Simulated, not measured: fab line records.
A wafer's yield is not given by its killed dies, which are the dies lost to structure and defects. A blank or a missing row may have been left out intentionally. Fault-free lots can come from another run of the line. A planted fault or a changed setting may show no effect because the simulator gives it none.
Matching of chambers || flow n5_finfet || 4 sister chambers for N5_FIN_SAQP_FIN_ETCH_36 on rie_si-02
The step etches the open film in HBr/Cl2/O2, target depth 120 nm, time 50.4 s. 14 wafers are shown with their chamber, then 7 later ones without.

== WAFERS PAIRED WITH THEIR CHAMBERS ==
{"wafer": "L075.2", "chamber": 3, "drypump_motor_current_A (A)": 5.4, "throttle_valve_pct (%)": 36.2, "oes_product_au (a.u.)": 1.016}
{"wafer": "L075.4", "chamber": 0, "drypump_motor_current_A (A)": 5.7, "throttle_valve_pct (%)": 36.4, "oes_product_au (a.u.)": 0.989}
{"wafer": "L075.5", "chamber": 1, "drypump_motor_current_A (A)": 5.4, "throttle_valve_pct (%)": 35.8, "oes_product_au (a.u.)": 1.037}
{"wafer": "L077.1", "chamber": 2, "drypump_motor_current_A (A)": 6.1, "throttle_valve_pct (%)": 35.1, "oes_product_au (a.u.)": 1.028}
{"wafer": "L077.5", "chamber": 1, "drypump_motor_current_A (A)": 5.4, "throttle_valve_pct (%)": 35.7, "oes_product_au (a.u.)": 1.034}
{"wafer": "L077.6", "chamber": 2, "drypump_motor_current_A (A)": 6.1, "throttle_valve_pct (%)": 35.1, "oes_product_au (a.u.)": 1.033}
{"wafer": "L080.1", "chamber": 3, "drypump_motor_current_A (A)": 5.4, "throttle_valve_pct (%)": 36.2, "oes_product_au (a.u.)": 1.011}
{"wafer": "L080.2", "chamber": 0, "drypump_motor_current_A (A)": 5.7, "throttle_valve_pct (%)": 36.4, "oes_product_au (a.u.)": 0.995}
{"wafer": "L080.4", "chamber": 1, "drypump_motor_current_A (A)": 5.4, "throttle_valve_pct (%)": 35.8, "oes_product_au (a.u.)": 1.034}
{"wafer": "L082.3", "chamber": 0, "drypump_motor_current_A (A)": 5.8, "throttle_valve_pct (%)": 36.3, "oes_product_au (a.u.)": 0.992}
{"wafer": "L082.5", "chamber": 1, "drypump_motor_current_A (A)": 5.4, "throttle_valve_pct (%)": 35.8, "oes_product_au (a.u.)": 1.041}
{"wafer": "L082.6", "chamber": 2, "drypump_motor_current_A (A)": 6.1, "throttle_valve_pct (%)": 35.1, "oes_product_au (a.u.)": 1.026}
{"wafer": "L083.1", "chamber": 2, "drypump_motor_current_A (A)": 6.1, "throttle_valve_pct (%)": 35.2, "oes_product_au (a.u.)": 1.017}
{"wafer": "L083.3", "chamber": 1, "drypump_motor_current_A (A)": 5.4, "throttle_valve_pct (%)": 35.7, "oes_product_au (a.u.)": 1.028}

SIGNATURES (averages over the wafers above)
{"reading": "drypump_motor_current_A", "chamber 0": 5.733, "chamber 1": 5.400, "chamber 2": 6.100, "chamber 3": 5.400, "scatter within a chamber": 0.0258}
{"reading": "throttle_valve_pct", "chamber 0": 36.367, "chamber 1": 35.760, "chamber 2": 35.125, "chamber 3": 36.200, "scatter within a chamber": 0.0512}
{"reading": "oes_product_au", "chamber 0": 0.99200, "chamber 1": 1.03480, "chamber 2": 1.02600, "chamber 3": 1.01350, "scatter within a chamber": 0.00505}
Rule: a wafer lies at a distance from a chamber equal to the root of the sum of squares, over the readings, of (its reading less the chamber's mean, divided by the reading's scatter). The wafer belongs to the nearest chamber; if the next one is less than 2 further off, it can't be placed. The scatter is the square root of a quotient: the sum, over the shown wafers, of each reading's squared deviation from its chamber's mean, divided by wafers minus chambers.

== WAFERS WHOSE CHAMBER IS MISSING ==
{"wafer": "L083.5", "drypump_motor_current_A (A)": 5.4, "throttle_valve_pct (%)": 36.2, "oes_product_au (a.u.)": 1.005}
{"wafer": "L087.1", "drypump_motor_current_A (A)": 6.1, "throttle_valve_pct (%)": 35.2, "oes_product_au (a.u.)": 1.027}
{"wafer": "L087.2", "drypump_motor_current_A (A)": 5.4, "throttle_valve_pct (%)": 36.2, "oes_product_au (a.u.)": 1.019}
{"wafer": "L087.5", "drypump_motor_current_A (A)": 5.4, "throttle_valve_pct (%)": 35.8, "oes_product_au (a.u.)": 1.039}
{"wafer": "L094.1", "drypump_motor_current_A (A)": 5.7, "throttle_valve_pct (%)": 36.3, "oes_product_au (a.u.)": 1.001}
{"wafer": "L094.2", "drypump_motor_current_A (A)": 6.1, "throttle_valve_pct (%)": 35.1, "oes_product_au (a.u.)": 1.020}
{"wafer": "L094.6", "drypump_motor_current_A (A)": 5.7, "throttle_valve_pct (%)": 36.3, "oes_product_au (a.u.)": 1.007}

== WHICH CHAMBER EACH WENT THROUGH ==
{"wafer": "L083.5", "from the rows above": 3, "in truth": 3}
{"wafer": "L087.1", "from the rows above": 2, "in truth": 2}
{"wafer": "L087.2", "from the rows above": 3, "in truth": 3}
{"wafer": "L087.5", "from the rows above": 1, "in truth": 1}
{"wafer": "L094.1", "from the rows above": 0, "in truth": 0}
{"wafer": "L094.2", "from the rows above": 2, "in truth": 2}
{"wafer": "L094.6", "from the rows above": 0, "in truth": 0}
Correctly placed: 7 of 7. Can't be placed from these rows: 0. Wrongly placed: 0.
